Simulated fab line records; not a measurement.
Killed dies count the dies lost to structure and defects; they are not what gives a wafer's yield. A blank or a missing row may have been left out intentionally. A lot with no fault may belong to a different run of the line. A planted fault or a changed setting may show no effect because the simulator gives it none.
Problem report in the 8D (eight disciplines) form, filled by code -- flow n5 finfet -- the parts of the form that need people (team, actions taken, sign-off) are left out

1. THE ISSUE
bias w at N5_BEOL_M7_VIA_ETCH_34 reads a mean of 173.9 W on 6 wafers of 2 lots; wafers without a fault read 185.1 W with a standard deviation of 0.52. That puts it -22 standard deviations away from the usual mean.
The step: etches SiCOH lowk in C4F6/O2, target depth 125.5 nm, time 50.5 s.
First observed at day 11 07:49: wafer L108.1, on rie diel-06. The record has a number at this step for 30 wafers belonging to 10 lots. By rule, "out" or "out of limits" means more than 4 standard deviations away from the usual mean. Any other wafer with a number is counted as sound.

2. WHAT IT IS, WHAT IT ISN'T
question,is,is not
which readings at this step,bias w,"drypump motor current A, oes product au, showerhead plenum p Torr, throttle valve pct"
which lots,"L108, L112","L103, L107, L114, L115, L118, L119, L122, L124"
which wafers of those lots,all that have a number,-
read on which tools,rie diel-06,"rie diel-01, rie diel-05"
when,from day 11 07:49,"up to then (6 sound wafers); but 18 sound wafers of L114, L115, L118, L119, L122, L124 came after"

3. SUSPECTS, AND WHAT RULES EACH OUT
Counting: a tool at any process step up to the reading remains a suspect when it ran all the lots that are out and ran no sound lot after the first of those.
- rie diel-06 at N5_BEOL_M7_ETCH_62 (etches SOC in N2/H2, target depth 110 nm, overetch 22 nm, time 165 s): ruled out as a lasting fault. After its first lot that is out, L108 (day 11 05:35), sound lots L114, L119, L118 ran on it.
- rie diel-06 at N5_BEOL_M7_DESCUM_33 (chemistry O2, time 7 s): kept. All lots that are out passed through it, beginning with L108 at day 11 07:38, and no sound lot followed; its final sound lot before that point was L107 at day 10 05:13.
- rie diel-06 at N5_BEOL_M7_VIA_ETCH_34 (etches SiCOH lowk in C4F6/O2, target depth 125.5 nm, time 50.5 s): kept. All lots that are out passed through it, beginning with L108 at day 11 07:49, and no sound lot followed; its final sound lot before that point was L107 at day 10 05:23. Out on those wafers are its own readings of bias w.
After counting, rie diel-06 at N5_BEOL_M7_DESCUM_33 and rie diel-06 at N5_BEOL_M7_VIA_ETCH_34 remain.

4. THE CAUSE (what the simulator had put in)
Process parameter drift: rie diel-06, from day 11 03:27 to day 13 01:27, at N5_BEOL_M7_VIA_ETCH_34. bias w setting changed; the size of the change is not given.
After counting, 2 suspects remain, this tool included.

5. THE EFFECT CHAIN, in route order
Each row: a reading where the mean over the struck wafers with a number is more than 3 standard deviations away from the usual. Readings are gone through only where the record gives a usual standard deviation; hours: the median, over the lots, of the time from a lot's start at the first step in this table giving one to that lot's start at this step; sigmas: the change measured in usual standard deviations.
hours,step,reading,usual,on struck wafers,change,sigmas
0,N5_BEOL_M7_VIA_ETCH_34,bias w,185.1 W,173.9,-11.2,-22
0,N5_BEOL_M7_VIA_ETCH_34,rf vpp V,665 V,629,-36,-4.5
The process steps in it:
- N5_BEOL_M7_VIA_ETCH_34: etches SiCOH lowk in C4F6/O2, target depth 125.5 nm, time 50.5 s.
At these later measuring or inspecting steps, every struck wafer for which the step has a row has a number for every such reading, and none has moved that far: N5_BEOL_M7_OCD_MEAS_38.

6. WHAT WOULD HAVE CAUGHT IT SOONER
In this record no reading fell out of limits until day 11 07:49, 4 hours after the fault had begun at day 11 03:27.
